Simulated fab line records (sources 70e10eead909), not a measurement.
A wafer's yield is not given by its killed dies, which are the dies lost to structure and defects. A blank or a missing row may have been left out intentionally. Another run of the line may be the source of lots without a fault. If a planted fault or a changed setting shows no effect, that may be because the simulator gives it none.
Commonality check across tools || flow nand_harc || Lots sampled 12, wafers sampled 36

== WHAT PROMPTED THE OPENING ==
At NHARC_P_M2_CD_MEAS_09 the reading cd_nm is flagged on 2 of 12 lots. Wafers without a fault read 170.1 nm, standard deviation 0.76.
Rule: a lot gets a flag if all its wafers with a number sit over 4 standard deviations from that mean, or if no wafer of it has a number. As for the other lots, they are considered sound.

{"lot": "L255", "measured": "day 6 13:36", "on": "cd_sem-03", "cd_nm (nm), wafer by wafer": "170.8 171.1 171.2", "flag": ""}
{"lot": "L254", "measured": "day 6 14:28", "on": "cd_sem-02", "cd_nm (nm), wafer by wafer": "169.4 168.5 169.2", "flag": ""}
{"lot": "L257", "measured": "day 7 13:55", "on": "cd_sem-01", "cd_nm (nm), wafer by wafer": "170.2 170.7 169.6", "flag": ""}
{"lot": "L259", "measured": "day 8 11:23", "on": "cd_sem-03", "cd_nm (nm), wafer by wafer": "168.8 169.1 168.6", "flag": ""}
{"lot": "L264", "measured": "day 10 14:26", "on": "cd_sem-01", "cd_nm (nm), wafer by wafer": "106.3 106.5 106.0", "flag": "FLAGGED"}
{"lot": "L265", "measured": "day 10 22:34", "on": "cd_sem-03", "cd_nm (nm), wafer by wafer": "106.9 105.8 106.9", "flag": "FLAGGED"}
{"lot": "L266", "measured": "day 11 19:34", "on": "cd_sem-03", "cd_nm (nm), wafer by wafer": "169.8 169.6 169.4", "flag": ""}
{"lot": "L268", "measured": "day 12 08:52", "on": "cd_sem-03", "cd_nm (nm), wafer by wafer": "171.6 171.2 170.0", "flag": ""}
{"lot": "L273", "measured": "day 14 03:56", "on": "cd_sem-03", "cd_nm (nm), wafer by wafer": "170.0 169.9 170.5", "flag": ""}
{"lot": "L274", "measured": "day 14 19:29", "on": "cd_sem-03", "cd_nm (nm), wafer by wafer": "170.8 170.1 171.0", "flag": ""}
{"lot": "L275", "measured": "day 14 23:22", "on": "cd_sem-02", "cd_nm (nm), wafer by wafer": "170.5 169.3 169.4", "flag": ""}
{"lot": "L277", "measured": "day 15 21:21", "on": "cd_sem-03", "cd_nm (nm), wafer by wafer": "170.2 171.1 172.1", "flag": ""}
On average the flagged lots' numbers are 106.4 nm, which is -63.7 nm against the usual, or -84 standard deviations.

== WHICH TOOL RAN EACH LOT ==
Before the reading, the record contains 3 process steps out of a 1302-step route. In each cell: the tool, then ch and the chambers that the sampled wafers went through, then the start.
{"lot": "L255", "flag": "", "NHARC_P_M1_PRE_CLEAN_30": "pvd_sputter-03, day 6 12:17 or earlier", "NHARC_P_M1_PRE_CLEAN_32": "pecvd-02 ch 1,2, day 6 12:17", "NHARC_P_M2_PEB_07": "litho_track-01 ch 0, day 6 13:31"}
{"lot": "L254", "flag": "", "NHARC_P_M1_PRE_CLEAN_30": "pvd_sputter-03, day 6 13:09 or earlier", "NHARC_P_M1_PRE_CLEAN_32": "pecvd-02 ch 0,1, day 6 13:09", "NHARC_P_M2_PEB_07": "litho_track-06 ch 0, day 6 14:23"}
{"lot": "L257", "flag": "", "NHARC_P_M1_PRE_CLEAN_30": "pvd_sputter-01, day 7 12:35 or earlier", "NHARC_P_M1_PRE_CLEAN_32": "pecvd-03 ch 0,1,2, day 7 12:35", "NHARC_P_M2_PEB_07": "litho_track-06 ch 0, day 7 13:50"}
{"lot": "L259", "flag": "", "NHARC_P_M1_PRE_CLEAN_30": "pvd_sputter-02, day 8 10:05 or earlier", "NHARC_P_M1_PRE_CLEAN_32": "pecvd-03 ch 0,1,2, day 8 10:05", "NHARC_P_M2_PEB_07": "litho_track-04 ch 0, day 8 11:19"}
{"lot": "L264", "flag": "FLAGGED", "NHARC_P_M1_PRE_CLEAN_30": "pvd_sputter-02, day 10 13:17 or earlier", "NHARC_P_M1_PRE_CLEAN_32": "pecvd-04 ch 0,1,2, day 10 13:17", "NHARC_P_M2_PEB_07": "litho_track-06 ch 0, day 10 14:21"}
{"lot": "L265", "flag": "FLAGGED", "NHARC_P_M1_PRE_CLEAN_30": "pvd_sputter-02, day 10 21:15 or earlier", "NHARC_P_M1_PRE_CLEAN_32": "pecvd-03 ch 0,1,2, day 10 21:15", "NHARC_P_M2_PEB_07": "litho_track-06 ch 0, day 10 22:29"}
{"lot": "L266", "flag": "", "NHARC_P_M1_PRE_CLEAN_30": "pvd_sputter-03, day 11 18:16 or earlier", "NHARC_P_M1_PRE_CLEAN_32": "pecvd-02 ch 1,2, day 11 18:16", "NHARC_P_M2_PEB_07": "litho_track-04 ch 0, day 11 19:29"}
{"lot": "L268", "flag": "", "NHARC_P_M1_PRE_CLEAN_30": "pvd_sputter-03, day 12 07:33 or earlier", "NHARC_P_M1_PRE_CLEAN_32": "pecvd-02 ch 1,2, day 12 07:33", "NHARC_P_M2_PEB_07": "litho_track-01 ch 0, day 12 08:47"}
{"lot": "L273", "flag": "", "NHARC_P_M1_PRE_CLEAN_30": "pvd_sputter-01, day 14 02:36 or earlier", "NHARC_P_M1_PRE_CLEAN_32": "pecvd-04 ch 0,1,2, day 14 02:36", "NHARC_P_M2_PEB_07": "litho_track-06 ch 0, day 14 03:50"}
{"lot": "L274", "flag": "", "NHARC_P_M1_PRE_CLEAN_30": "pvd_sputter-01, day 14 18:18 or earlier", "NHARC_P_M1_PRE_CLEAN_32": "pecvd-03 ch 0,1,2, day 14 18:18", "NHARC_P_M2_PEB_07": "litho_track-06 ch 0, day 14 19:24"}
{"lot": "L275", "flag": "", "NHARC_P_M1_PRE_CLEAN_30": "pvd_sputter-02, day 14 22:04 or earlier", "NHARC_P_M1_PRE_CLEAN_32": "pecvd-04 ch 0,2, day 14 22:04", "NHARC_P_M2_PEB_07": "litho_track-04 ch 0, day 14 23:17"}
{"lot": "L277", "flag": "", "NHARC_P_M1_PRE_CLEAN_30": "pvd_sputter-02, day 15 20:02 or earlier", "NHARC_P_M1_PRE_CLEAN_32": "pecvd-03 ch 0,1,2, day 15 20:02", "NHARC_P_M2_PEB_07": "litho_track-01 ch 0, day 15 21:16"}
These steps, and what they do:
- NHARC_P_M1_PRE_CLEAN_30: time 30 s.
- NHARC_P_M1_PRE_CLEAN_32: time 12 s.
- NHARC_P_M2_PEB_07: peb time 65 s.
- NHARC_P_M2_CD_MEAS_09: target cd 170 nm.

== FLAGGED OVER TOTAL, TOOL BY TOOL (the gauges that took the reading come last) ==
{"step": "NHARC_P_M1_PRE_CLEAN_30", "tool": "pvd_sputter-01", "lots run": 3, "flagged": 0, "share of the flagged lots": "none", "sound lots run after its first flagged lot": "-"}
{"step": "NHARC_P_M1_PRE_CLEAN_30", "tool": "pvd_sputter-02", "lots run": 5, "flagged": 2, "share of the flagged lots": "all", "sound lots run after its first flagged lot": "2 (L275,L277)"}
{"step": "NHARC_P_M1_PRE_CLEAN_30", "tool": "pvd_sputter-03", "lots run": 4, "flagged": 0, "share of the flagged lots": "none", "sound lots run after its first flagged lot": "-"}
{"step": "NHARC_P_M1_PRE_CLEAN_32", "tool": "pecvd-02", "lots run": 4, "flagged": 0, "share of the flagged lots": "none", "sound lots run after its first flagged lot": "-"}
{"step": "NHARC_P_M1_PRE_CLEAN_32", "tool": "pecvd-03", "lots run": 5, "flagged": 1, "share of the flagged lots": "some", "sound lots run after its first flagged lot": "2 (L274,L277)"}
{"step": "NHARC_P_M1_PRE_CLEAN_32", "tool": "pecvd-04", "lots run": 3, "flagged": 1, "share of the flagged lots": "some", "sound lots run after its first flagged lot": "2 (L273,L275)"}
{"step": "NHARC_P_M2_PEB_07", "tool": "litho_track-01", "lots run": 3, "flagged": 0, "share of the flagged lots": "none", "sound lots run after its first flagged lot": "-"}
{"step": "NHARC_P_M2_PEB_07", "tool": "litho_track-04", "lots run": 3, "flagged": 0, "share of the flagged lots": "none", "sound lots run after its first flagged lot": "-"}
{"step": "NHARC_P_M2_PEB_07", "tool": "litho_track-06", "lots run": 6, "flagged": 2, "share of the flagged lots": "all", "sound lots run after its first flagged lot": "2 (L273,L274)"}
{"step": "NHARC_P_M2_CD_MEAS_09", "tool": "cd_sem-01", "lots run": 2, "flagged": 1, "share of the flagged lots": "some", "sound lots run after its first flagged lot": 0}
{"step": "NHARC_P_M2_CD_MEAS_09", "tool": "cd_sem-02", "lots run": 2, "flagged": 0, "share of the flagged lots": "none", "sound lots run after its first flagged lot": "-"}
{"step": "NHARC_P_M2_CD_MEAS_09", "tool": "cd_sem-03", "lots run": 8, "flagged": 1, "share of the flagged lots": "some", "sound lots run after its first flagged lot": "5 (L266,L268,L273,L274,L277)"}
Because NHARC_P_M1_PRE_CLEAN_30 lacks a start for some lots, the hours and order of its lots are taken from NHARC_P_M1_PRE_CLEAN_32.

== WHAT THE TABLE PERMITS ==
Every flagged lot went through 2 rows of the table: pvd_sputter-02 at NHARC_P_M1_PRE_CLEAN_30 and litho_track-06 at NHARC_P_M2_PEB_07.
- pvd_sputter-02 at NHARC_P_M1_PRE_CLEAN_30: 2 of its 5 lots flagged. Sound lots ran on it after the first flagged one (L275, L277), which a lasting fault on the whole tool wouldn't allow.
- litho_track-06 at NHARC_P_M2_PEB_07: 2 of its 6 lots flagged. Sound lots ran on it after the first flagged one (L273, L274), which a lasting fault on the whole tool wouldn't allow. Its own readings (heater_power_total_W, plate_temp_C) fall more than 4 standard deviations out on all wafers of the flagged lots.
No row of the table ran every flagged lot and no sound lot after the first.

== WHAT WAS PUT IN BY THE SIMULATOR ==
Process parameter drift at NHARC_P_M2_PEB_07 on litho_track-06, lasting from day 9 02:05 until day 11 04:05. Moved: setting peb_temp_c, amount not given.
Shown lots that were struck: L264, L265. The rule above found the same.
